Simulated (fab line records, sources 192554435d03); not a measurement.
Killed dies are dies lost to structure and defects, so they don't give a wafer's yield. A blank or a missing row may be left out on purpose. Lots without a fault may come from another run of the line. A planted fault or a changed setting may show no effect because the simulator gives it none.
fab line records | flow n5_finfet
record lots=9 wafers=27 last_day=17
route steps=1938 shown PMOS_HMC_CHANNEL_EPI@65 BEOL_M4@1111 PASSIVATION@1936
lots that met no fault: from a run of the same line without faults
start_h: hours from the record's first day to the start of the lot's first wafer shown | wait_h: hours since the lot's step before | " the same as in the row above | L1.1+2: a row that stands for several wafers | - no value, or no start given | * or withheld: withheld | < > ~ a bound
route shown NAME@n: a module of which the file shows steps, and the number in the route of the first | usual: mean/standard deviation of fault-free wafers | same: alike in all rows | chamber/n: place in a boat | sites: the reading at each site | _std_site: their standard deviation | _edge_site: outer sites' mean less inner sites' | radius_mm: how far each site lies from the wafer's centre | mask NAME#n: copy n | behind: the tool/chamber that last shaped the wafer | hold: why the lot was held/for how many hours/how that ended | device: the transistor (n, p or np) that didn't switch | end of line: the same wafers' tests at the end of the route | a step without rows: its recipe alone | killed: dies lost to structure and defects at the first sort, not the wafer's yield | map: a wafer's dies, x killed, . not, _ none there
set.NAME: the setting as run; set.NAME@STEP: as run at that earlier step | model.NAME: the simulator's own value behind a step, which no gauge read
steps of the route over a sample of lots; a table a step, a row a wafer
services: from which hour (start_h, from the record's first day; less than 0 if before it) a tool's chamber was out of use, for how many hours, and why
## steps
# step N5_PMOS_HMC_CHANNEL_EPI_CD_MEAS_09
# recipe target_cd_nm=237.4 landing_energy_ev=500 detector=se_inlens
# usual cd_nm=237.0/0.8
# columns lot.wafer tool chamber start_h wait_h cd_nm
L888.2 cd_sem-01 0 17.57 - 237.1
L888.5 " 0 " " 235.7
L888.6 " 0 " " 237.2
L890.1 cd_sem-03 0 29.30 - 236.0
L890.2 " 0 " " 235.7
L890.4 " 0 " " 236.9
L894.1 cd_sem-02 0 53.67 - 236.1
L894.2 " 0 " " 235.2
L894.6 " 0 " " 236.1
L896.1 cd_sem-03 0 65.33 - 237.2
L896.3 " 0 " " 237.9
L896.6 " 0 " " 238.3
L899.2 cd_sem-03 0 84.20 - 236.3
L899.4 " 0 " " 236.6
L899.5 " 0 " " 236.5
L906.2 cd_sem-01 0 125.29 - 237.7
L906.4 " 0 " " 237.6
L906.5 " 0 " " 236.6
L908.3 cd_sem-01 0 138.26 - 237.0
L908.5 " 0 " " 238.9
L908.6 " 0 " " 236.5
L910.1 cd_sem-02 0 149.82 - 236.6
L910.4 " 0 " " 236.4
L910.5 " 0 " " 235.8
L911.3 cd_sem-01 0 155.37 - 236.7
L911.4 " 0 " " 237.4
L911.5 " 0 " " 238.4
# step N5_PMOS_HMC_CHANNEL_EPI_ETCH_38
# recipe chemistry=CF4 target=SiO2 target_depth_a=15 ion_energy_ev=350 pressure_mtorr=10 icp_w=800 bias_w=400 cf4_flow_sccm=80
# usual drypump_motor_current_A=5.9/0.57 oes_product_au=1.006/0.021 rf_fwd_power_W=783/4.1 throttle_valve_pct=21.8/0.32
# columns lot.wafer tool chamber start_h wait_h drypump_motor_current_A oes_product_au rf_fwd_power_W rf_hours_counter_h throttle_valve_pct
L888.2 rie_si-04 3 18.09 0.0 6.7 0.992 789 182 22.4
L888.5 " 2 " " 6.4 0.990 783 - 21.6
L888.6 " 1 " " 5.9 1.000 791 - 21.9
L890.1 rie_si-06 3 30.19 0.0 6.6 1.006 779 81 21.9
L890.2 " 0 " " 5.6 1.045 777 175 21.5
L890.4 " 2 " " 6.0 1.005 786 60 21.6
L894.1 rie_si-06 0 54.19 0.0 5.6 1.054 780 176 21.5
L894.2 " 2 " " 6.0 1.013 789 60 21.6
L894.6 " 1 " " 5.1 1.000 778 - 21.3
L896.1 rie_si-04 0 65.86 0.0 5.6 1.000 787 88 21.6
L896.3 " 3 " " 6.7 1.003 786 183 22.4
L896.6 " 3 " " 6.7 1.005 789 - 22.4
L899.2 rie_si-04 2 84.75 0.0 6.4 0.996 782 63 21.6
L899.4 " 3 " " 6.7 1.005 790 - 22.4
L899.5 " 2 " " 6.4 0.996 782 - 21.6
L906.2 rie_si-04 0 126.48 0.0 5.6 0.994 786 89 21.6
L906.4 " 2 " " 6.3 0.992 783 63 21.6
L906.5 " 0 " " 5.6 0.994 786 - 21.6
L908.3 rie_si-04 0 138.78 0.0 5.6 1.001 788 89 21.6
L908.5 " 1 " " 5.9 1.005 786 - 21.9
L908.6 " 2 " " 6.4 0.996 782 - 21.6
L910.1 rie_si-02 3 150.35 0.0 5.4 1.002 780 20 22.2
L910.4 " 2 " " 5.3 0.969 779 64 22.3
L910.5 " 0 " " 5.9 1.033 781 - 21.5
L911.3 rie_si-02 0 156.01 0.0 5.9 1.029 785 179 21.5
L911.4 " 3 " " 5.4 1.011 778 20 22.2
L911.5 " 3 " " 5.4 1.008 776 - 22.2
# step N5_PMOS_HMC_CHANNEL_EPI_FIN_RECESS_16
# recipe chemistry=HBr/Cl2 target=Si mask_material=SiO2 target_depth_a=540 time_s=18 pressure_mtorr=10 icp_w=800 bias_w=75 HBr_flow_sccm=150 Cl2_flow_sccm=80
# usual drypump_motor_current_A=5.9/0.56 oes_product_au=1.005/0.019 rf_fwd_power_W=794.9/2.7 throttle_valve_pct=35.4/0.41
# columns lot.wafer tool chamber start_h wait_h drypump_motor_current_A oes_product_au rf_fwd_power_W rf_hours_counter_h throttle_valve_pct
L888.2 rie_si-04 3 18.11 0.0 6.7 0.996 794.4 182 36.0
L888.5 " 2 " " 6.4 1.003 796.8 - 35.3
L888.6 " 1 " " 5.9 0.998 798.0 - 35.7
L890.1 rie_si-06 3 30.21 0.0 6.6 1.020 794.6 81 35.4
L890.2 " 0 " " 5.6 1.037 791.4 175 35.1
L890.4 " 2 " " 6.0 1.006 800.8 60 35.1
L894.1 rie_si-06 0 54.21 0.0 5.6 1.034 795.0 176 35.1
L894.2 " 2 " " 6.0 1.015 797.1 60 35.1
L894.6 " 1 " " 5.1 0.994 796.4 - 35.1
L896.1 rie_si-04 0 65.88 0.0 5.6 0.998 799.3 88 34.9
L896.3 " 3 " " 6.7 1.001 795.9 183 36.0
L896.6 " 3 " " 6.7 1.009 797.2 - 36.0
L899.2 rie_si-04 2 84.77 0.0 6.4 0.987 792.8 63 35.4
L899.4 " 3 " " 6.7 1.015 799.2 - 36.0
L899.5 " 2 " " 6.4 0.988 794.7 - 35.4
L906.2 rie_si-04 0 126.50 0.0 5.6 0.996 - 89 34.9
L906.4 " 2 " " 6.4 0.986 799.2 63 35.4
L906.5 " 0 " " 5.6 0.985 - - 34.9
L908.3 rie_si-04 0 138.80 0.0 5.6 0.997 797.8 89 34.9
L908.5 " 1 " " 5.9 1.001 - - 35.7
L908.6 " 2 " " 6.4 1.009 - - 35.3
L910.1 rie_si-02 3 150.37 0.0 5.4 1.014 792.8 20 36.2
L910.4 " 2 " " 5.3 0.960 790.3 64 36.0
L910.5 " 0 " " 5.9 1.029 796.1 - 34.9
L911.3 rie_si-02 0 156.03 0.0 5.9 1.029 794.0 179 34.9
L911.4 " 3 " " 5.4 1.005 794.6 20 36.2
L911.5 " 3 " " 5.4 1.009 792.6 - 36.2
# step N5_PMOS_HMC_CHANNEL_EPI_CMP_21
# recipe material=SiGe30 post_cmp_clean=alkaline_brush target_thk_nm=54
# usual motor_current_A=11.4/1.2
# columns lot.wafer tool chamber start_h wait_h motor_current_A
L888.2 cmp-01 2 20.55 0.0 12.5
L888.5 " 2 " " 12.4
L888.6 " 3 " " 10.7
L890.1 cmp-01 0 32.11 0.0 10.8
L890.2 " 1 " " 13.5
L890.4 " 2 " " 11.9
L894.2 cmp-02 3 56.28 0.2 10.3
L894.1 " 1 " " 9.3
L894.6 " 0 " " 10.8
L896.3 cmp-02 1 67.82 0.1 10.5
L896.1 " 2 " " 12.9
L896.6 " 0 " " 11.1
L899.2 cmp-01 0 86.69 0.0 10.4
L899.4 " 3 " " 11.8
L899.5 " 1 " " 14.3
L906.2 cmp-01 2 128.07 0.1 12.5
L906.4 " 0 " " 10.0
L906.5 " 2 " " 12.1
L908.3 cmp-03 2 140.32 0.0 12.4
L908.5 " 2 " " 12.9
L908.6 " 3 " " 9.7
L910.4 cmp-03 1 151.93 0.1 12.0
L910.1 " 2 " " 12.0
L910.5 " 0 " " 11.0
L911.4 cmp-02 2 157.62 0.1 12.8
L911.3 " 3 " " 10.4
L911.5 " 0 " " 10.5
# step N5_PMOS_HMC_CHANNEL_EPI_THK_MEAS_22
# recipe reads=SiGe30_of_PMOS_HMC_CHANNEL_EPI_EPI_20
# usual HMC_CMP_THK=54.1/0.97
# columns lot.wafer tool chamber start_h wait_h HMC_CMP_THK[nm]
L888.2 film_metro-01 - 20.84 - 54.2
L888.5 " - " " 53.6
L888.6 " - " " 53.8
L890.1 film_metro-02 - 32.41 - 54.1
L890.2 " - " " 56.1
L890.4 " - " " 55.0
L894.1 film_metro-02 - 56.57 - 56.2
L894.2 " - " " 54.7
L894.6 " - " " 53.7
L896.1 film_metro-01 - 68.08 - 54.7
L896.3 " - " " 54.3
L896.6 " - " " 55.0
L899.2 film_metro-01 - 86.99 - 53.1
L899.4 " - " " 54.4
L899.5 " - " " 53.2
L906.2 film_metro-01 - 128.32 - 41.2
L906.4 " - " " 52.9
L906.5 " - " " 41.1
L908.3 film_metro-02 - 140.62 - 55.2
L908.5 " - " " 40.6
L908.6 " - " " 40.8
L910.1 film_metro-01 - 152.19 - 53.0
L910.4 " - " " 52.3
L910.5 " - " " 53.8
L911.3 film_metro-01 - 157.85 - 54.4
L911.4 " - " " 53.0
L911.5 " - " " 53.3
# step N5_BEOL_M4_RC_MEAS_101
# usual CJ_P=5.74/0.23 DIBL_N=36.8/2.1 DIBL_P=37.1/2.2 IOFF_N=0.18/0.037 IOFF_P=0.23/0.041 ION_N=682/13 ION_P=467/8.6 SS_N=71.7/0.61 SS_P=73.5/0.6 VT_N=248/3.4 VT_P=-249/3.5
# columns lot.wafer tool chamber start_h wait_h CJ_P DIBL_N[mV/V] DIBL_P[mV/V] IOFF_N[nA/um] IOFF_P[nA/um] ION_N[uA/um] ION_P[uA/um] SS_N[mV/dec] SS_P[mV/dec] VT_N[mV] VT_P[mV]
L888.2 prober-01 0 165.44 0.2 5.75 35.8 36.0 0.16 0.24 689 488 71.3 73.0 246 -246
L888.5 " 0 " " 5.87 36.0 36.6 0.16 0.24 682 473 71.6 73.7 248 -245
L888.6 " 0 " " 5.86 37.5 38.2 0.18 0.26 693 484 71.4 73.5 246 -244
L890.1 prober-01 0 182.89 0.0 5.82 33.7 35.1 0.12 0.17 662 457 70.5 72.7 252 -252
L890.2 " 0 " " 5.50 32.8 33.8 0.10 0.15 649 440 70.6 72.9 257 -256
L890.4 " 0 " " 5.74 34.0 34.8 0.12 0.16 662 452 70.7 72.3 253 -257
L894.1 prober-01 0 205.60 0.0 5.16 37.9 37.5 0.18 0.21 657 445 72.1 73.3 250 -250
L894.2 " 0 " " 5.56 37.7 38.5 0.18 0.22 675 456 71.6 73.6 247 -253
L894.6 " 0 " " 5.57 36.2 37.0 0.14 0.19 659 449 71.4 72.8 253 -251
L896.1 prober-02 0 214.09 0.0 5.56 38.2 36.8 0.18 0.22 670 460 72.3 73.4 246 -249
L896.3 " 0 " " 5.74 38.9 38.7 0.22 0.26 683 461 71.8 73.8 242 -247
L896.6 " 0 " " 5.31 39.4 37.6 0.21 0.22 666 452 72.5 73.1 247 -252
L899.2 prober-01 0 236.16 0.2 5.85 36.6 35.9 0.15 0.19 674 461 71.2 73.1 252 -253
L899.4 " 0 " " 5.64 37.5 37.5 0.17 0.22 684 471 71.4 73.5 250 -250
L899.5 " 0 " " 5.89 34.7 34.7 0.13 0.18 670 464 71.0 73.2 252 -253
L906.2 prober-02 0 272.71 0.2 6.39 36.3 37.1 0.17 0.20 673 421 71.9 73.8 248 -252
L906.4 " 0 " " 6.04 35.7 35.9 0.15 0.21 678 473 71.7 73.5 250 -248
L906.5 " 0 " " 6.42 32.1 32.2 0.10 0.14 661 411 71.4 72.6 255 -257
L908.3 prober-02 0 294.77 0.3 5.70 38.5 39.1 0.22 0.26 699 473 71.3 75.0 245 -248
L908.5 " 0 " " 6.57 34.8 34.5 0.14 0.16 669 417 70.4 73.2 253 -253
L908.6 " 0 " " 6.56 36.3 36.2 0.18 0.18 696 421 70.7 73.8 247 -254
L910.1 prober-01 0 296.41 0.0 6.03 35.1 37.3 0.16 0.20 677 466 70.8 72.6 249 -250
L910.4 " 0 " " 6.05 35.8 37.5 0.16 0.20 684 464 71.4 73.9 250 -250
L910.5 " 0 " " 5.92 37.7 41.0 0.22 0.26 690 468 71.8 74.3 247 -248
L911.3 prober-01 0 306.84 0.3 5.60 36.3 35.6 0.15 0.20 679 466 71.5 73.2 249 -251
L911.4 " 0 " " 5.93 38.0 38.2 0.18 0.25 682 469 72.5 74.5 248 -249
L911.5 " 0 " " 5.82 37.9 38.1 0.18 0.24 688 469 71.8 73.6 249 -247
# step N5_PASSIVATION_PROBE_49
# usual defect_limited_yield=91.0/1.4 killed_at_M0_to_M3=35/10 killed_at_M4_up=13/6 killed_at_contacts=13/6.4 killed_at_front_end=42/12 killed_at_other=3.2/2.4 killed_dies=107/17 killed_open=69/13 killed_short=33/7.3 sort_bin_5_function=5.3/0.92 sort_bin_6_memory=3.3/0.66 sort_bin_8_speed=0.00/0.035 sort_n_pass=1073/17 sort_yield_pct=90.9/1.4
# same gross_dies=1180 killed_at_back_side=0 sort_bin_4_leakage[%]=0
# columns lot.wafer tool chamber start_h wait_h defect_limited_yield[%] killed_at_M0_to_M3 killed_at_M4_up killed_at_contacts killed_at_front_end killed_at_other killed_dies killed_open killed_short sort_bin_5_function[%] sort_bin_6_memory[%] sort_bin_8_speed[%] sort_n_pass sort_yield_pct[%]
L888.2 prober-02 - 265.21 0.1 90.7 33 10 18 46 3 110 67 38 5.2 3.6 0 1070 90.7
L888.5 prober-02 - 265.36 0.2 91.1 25 13 20 43 4 105 71 29 4.7 3.5 0 1075 91.1
L888.6 prober-02 - 265.41 0.3 88.6 27 12 20 74 2 135 75 57 6.8 4.3 0 1045 88.6
L894.1 prober-01 - 312.41 0.0 89.7 36 17 8 56 5 122 65 47 5.3 4.1 0 1058 89.7
L894.2 prober-01 - 312.46 0.1 89.8 39 24 8 48 1 120 71 42 5.8 3.7 0 1060 89.8
L894.6 prober-01 - 312.66 0.3 89.7 34 14 17 50 6 121 66 45 5.9 3.6 0 1059 89.7
L896.3 prober-01 - 318.12 0.1 87.9 43 21 20 49 10 143 95 39 6.5 5.3 0 1037 87.9
L899.2 prober-01 - 334.07 0.1 93.8 19 9 12 33 0 73 50 15 3.6 2.6 0 1107 93.8
L899.4 prober-01 - 334.17 0.2 93.1 28 8 12 32 2 82 55 22 4.1 2.6 0 1098 93.1
L899.5 prober-01 - 334.22 0.2 91.5 36 16 6 41 1 100 62 29 5.2 3.1 0 1080 91.5
L906.2 prober-02 - 378.96 0.1 91.9 26 11 9 46 3 95 65 23 4.6 2.6 83.90 95 8.1
L906.4 prober-02 - 379.06 0.2 92.2 24 6 23 37 2 92 56 34 4.5 2.9 0 1088 92.2
L906.5 prober-02 - 379.11 0.2 90.7 26 19 9 54 2 110 68 39 5.8 3.3 89.58 13 1.1
L908.3 prober-01 - 398.37 0.1 90.6 52 8 10 37 4 111 70 39 5.6 3.4 0 1069 90.6
L908.5 prober-01 - 398.47 0.2 93.1 31 15 10 18 7 81 50 31 3.6 2.8 92.29 10 0.8
L908.6 prober-01 - 398.52 0.3 89.7 49 16 8 44 4 121 90 26 5.5 4.4 72.29 206 17.5
L911.3 prober-01 - 411.02 0.1 91.6 35 8 12 43 1 99 66 28 4.4 3.6 0 1081 91.6
L911.4 prober-01 - 411.07 0.2 91.9 33 6 8 48 1 96 66 27 5.0 2.5 0 1084 91.9
L911.5 prober-01 - 411.12 0.2 90.3 32 2 22 52 6 114 76 35 6.4 3.1 0 1066 90.3
# killed by level:class
L888.2 MOL_CONTACT_COAG:geometric_particle:open=18 GATE_CUT:geometric_particle:short=7 BEOL_M0_SAQP:geometric_particle:short=7 BEOL_M2:geometric_particle:open=7 ILD0:geometric_particle:open=6 GATE_CUT:geometric_particle:open=6 FIN_SAQP:geometric_particle:short=5 BEOL_M4:geometric_particle:open=5
L888.5 MOL_CONTACT_COAG:geometric_particle:open=15 STI_FIN_REVEAL:geometric_particle:open=7 DUMMY_GATE:geometric_particle:open=6 BEOL_M1:geometric_particle:open=6 FIN_SAQP:geometric_particle:short=5 FIN_SAQP:geometric_particle:open=5 GATE_CUT:geometric_particle:short=5 GATE_CUT:geometric_particle:open=5
L888.6 FIN_SAQP:geometric_particle:short=15 MOL_CONTACT_COAG:geometric_particle:open=13 STI_FIN_REVEAL:geometric_particle:open=11 GATE_CUT:geometric_particle:open=9 GATE_CUT:geometric_particle:short=9 STARTING-WAFER:geometric_particle:short=8 MOL_CONTACT_COAG:geometric_particle:short=7 BEOL_M0_SAQP:geometric_particle:short=7
L894.1 FIN_SAQP:geometric_particle:open=17 FIN_SAQP:geometric_particle:short=15 BEOL_M3:geometric_particle:open=13 BEOL_M0_SAQP:geometric_particle:short=9 MOL_CONTACT_COAG:geometric_particle:open=7 STARTING-WAFER:geometric_particle:short=6 BEOL_M3:geometric_particle:short=5 BEOL_M4:geometric_particle:open=5
L894.2 FIN_SAQP:geometric_particle:open=10 BEOL_M0_SAQP:geometric_particle:short=10 BEOL_M3:geometric_particle:open=9 FIN_SAQP:geometric_particle:short=8 BEOL_M4:geometric_particle:open=8 BEOL_M0_SAQP:geometric_particle:open=6 BEOL_M3:geometric_particle:short=6 STI_FIN_REVEAL:geometric_particle:open=5
L894.6 FIN_SAQP:geometric_particle:open=13 BEOL_M3:geometric_particle:open=11 FIN_SAQP:geometric_particle:short=10 MOL_CONTACT_COAG:geometric_particle:open=10 STARTING-WAFER:geometric_particle:short=5 GATE_CUT:geometric_particle:short=5 MOL_CONTACT_COAG:geometric_particle:short=5 BEOL_M0_SAQP:geometric_particle:short=4
L896.3 FIN_SAQP:geometric_particle:open=13 MOL_CONTACT_COAG:geometric_particle:open=13 FIN_SAQP:geometric_particle:short=11 BEOL_M1:geometric_particle:open=9 BEOL_M4:geometric_particle:open=8 BEOL_M0:geometric_particle:open=6 BEOL_M2:geometric_particle:open=6 BEOL_M0_SAQP:geometric_particle:short=5
L899.2 FIN_SAQP:geometric_particle:open=11 MOL_CONTACT_COAG:geometric_particle:open=9 FIN_SAQP:geometric_particle:short=5 STARTING-WAFER:geometric_particle:open=5 BEOL_M0_SAQP:geometric_particle:open=4 BEOL_M0_SAQP:geometric_particle:short=4 BEOL_M1:geometric_particle:open=3 BEOL_M6:geometric_particle:open=3
L899.4 MOL_CONTACT_COAG:geometric_particle:open=9 FIN_SAQP:geometric_particle:open=8 DUMMY_GATE:geometric_particle:open=7 BEOL_M0_SAQP:geometric_particle:short=7 BEOL_M1:geometric_particle:open=5 BEOL_M0_SAQP:geometric_particle:open=4 BEOL_M2:geometric_particle:open=4 BEOL_M4:geometric_particle:open=4
L899.5 FIN_SAQP:geometric_particle:open=17 BEOL_M1:geometric_particle:open=11 FIN_SAQP:geometric_particle:short=9 BEOL_M0_SAQP:geometric_particle:open=8 BEOL_M4:geometric_particle:open=7 GATE_CUT:geometric_particle:short=5 BEOL_M0_SAQP:geometric_particle:short=4 MOL_CONTACT_COAG:geometric_particle:short=3
L906.2 STI_FIN_REVEAL:geometric_particle:open=18 DUMMY_GATE:geometric_particle:open=8 BEOL_M0_SAQP:geometric_particle:short=7 MOL_CONTACT_COAG:geometric_particle:open=7 HKMG_FIN:area_etch=7 BEOL_M4:geometric_particle:open=5 BEOL_M1:geometric_particle:open=4 BEOL_M2:geometric_particle:open=4
L906.4 MOL_CONTACT_COAG:geometric_particle:open=19 GATE_CUT:geometric_particle:short=13 BEOL_M3:geometric_particle:open=10 STI_FIN_REVEAL:geometric_particle:open=6 MOL_CONTACT_COAG:geometric_particle:short=4 BEOL_M1:geometric_particle:short=4 FIN_SAQP:geometric_particle:short=3 FIN_SAQP:geometric_particle:open=3
L906.5 STI_FIN_REVEAL:geometric_particle:open=21 FIN_SAQP:geometric_particle:short=7 BEOL_M4:geometric_particle:open=6 STI_FIN_REVEAL:geometric_particle:short=5 BEOL_M0_SAQP:geometric_particle:short=5 BEOL_M3:geometric_particle:open=5 BEOL_M5:geometric_particle:open=5 FIN_CUT:geometric_particle:open=4
L908.3 BEOL_M2:geometric_particle:open=17 FIN_SAQP:geometric_particle:short=10 BEOL_M0_SAQP:geometric_particle:open=9 STI_FIN_REVEAL:geometric_particle:open=9 BEOL_M1:geometric_particle:open=9 MOL_CONTACT_COAG:geometric_particle:open=7 BEOL_M1:geometric_particle:short=6 BEOL_M2:geometric_particle:short=6
L908.5 BEOL_M1:geometric_particle:open=11 MOL_CONTACT_COAG:geometric_particle:open=10 BEOL_M2:geometric_particle:open=6 BEOL_M4:geometric_particle:short=6 BEOL_M3:geometric_particle:open=5 BEOL_M0_SAQP:geometric_particle:short=4 FIN_SAQP:geometric_particle:short=3 DUMMY_GATE:geometric_particle:short=3
L908.6 BEOL_M1:geometric_particle:open=18 BEOL_M2:geometric_particle:open=16 STI_FIN_REVEAL:geometric_particle:open=14 FIN_SAQP:geometric_particle:open=7 MOL_CONTACT_COAG:geometric_particle:open=7 BEOL_M0_SAQP:geometric_particle:open=5 FIN_SAQP:geometric_particle:short=4 DUMMY_GATE:geometric_particle:open=4
L911.3 FIN_SAQP:geometric_particle:open=16 BEOL_M1:geometric_particle:open=12 MOL_CONTACT_COAG:geometric_particle:open=10 GATE_CUT:geometric_particle:short=5 BEOL_M0_SAQP:geometric_particle:open=5 BEOL_M0_SAQP:geometric_particle:short=5 STI_FIN_REVEAL:geometric_particle:open=4 DUMMY_GATE:geometric_particle:open=3
L911.4 STI_FIN_REVEAL:geometric_particle:open=10 BEOL_M0_SAQP:geometric_particle:open=9 FIN_SAQP:geometric_particle:open=8 BEOL_M1:geometric_particle:open=7 BEOL_M3:geometric_particle:open=7 ILD0:geometric_particle:open=5 BEOL_M0_SAQP:geometric_particle:short=5 FIN_SAQP:geometric_particle:short=4
L911.5 STI_FIN_REVEAL:geometric_particle:open=20 MOL_CONTACT_COAG:geometric_particle:open=17 BEOL_M0_SAQP:geometric_particle:short=9 FIN_SAQP:geometric_particle:short=6 BEOL_M0_SAQP:geometric_particle:open=6 BEOL_M3:geometric_particle:open=6 MOL_CONTACT_COAG:geometric_particle:short=5 STARTING-WAFER:geometric_particle:open=5
## services
# columns tool chamber start_h hours kind
rie_si-02 1 21.22 3.4 repair
cmp-02 - 25.98 6.3 repair
rie_si-04 - 31.53 0.3 repair
cmp-03 - 34.09 4.0 pm
cmp-03 - 38.09 - consumable_replace:conditioner
cmp-03 - 38.09 - consumable_replace:pad
cmp-01 - 43.06 2.4 repair
cmp-03 - 47.89 1.2 repair
cmp-03 - 55.53 0.8 repair
rie_si-04 3 60.01 4.9 repair
cmp-01 - 71.33 0.6 repair
cmp-01 - 74.90 2.6 repair
cmp-01 - 80.65 0.8 repair
rie_si-04 0 83.01 2.3 repair
rie_si-02 - 106.70 0.2 repair
cmp-02 - 113.88 0.6 repair
rie_si-06 2 121.47 3.3 repair
cmp-01 - 131.97 4.0 pm
cmp-01 - 135.97 - consumable_replace:conditioner
cmp-01 - 135.97 - consumable_replace:pad
rie_si-04 1 146.28 10.1 repair
cmp-03 - 154.68 3.6 repair
## key
first_sign step=N5_PMOS_HMC_CHANNEL_EPI_THK_MEAS_22 reading=HMC_CMP_THK direction=down sigmas=14 usual=54.1 struck=40.9
effect step=N5_BEOL_M4_RC_MEAS_101 reading=ION_P direction=down sigmas=5.8 usual=467 struck=418
effect step=N5_BEOL_M4_RC_MEAS_101 reading=CJ_P direction=up sigmas=3.2 usual=5.74 struck=6.49
effect step=N5_PASSIVATION_PROBE_49 reading=sort_bin_8_speed direction=up sigmas=99+ usual=0.00 struck=84.51
met_at N5_PMOS_HMC_CHANNEL_EPI_FIN_RECESS_16
struck_lots L906,L908
struck_wafers L906.2,L906.5,L908.5,L908.6
not_acting_at N5_PMOS_HMC_CHANNEL_EPI_CD_MEAS_09,N5_PMOS_HMC_CHANNEL_EPI_ETCH_38,N5_PMOS_HMC_CHANNEL_EPI_CMP_21
onset_between 84.77 126.50
fault kind=process_parameter_drift tool=rie_si-04 chamber=- onset_h=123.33 steps=N5_PMOS_HMC_CHANNEL_EPI_FIN_RECESS_16 channel=time_s offset=* shape=step end_h=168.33 scope=struck_wafers_only acts_in=* stated=*
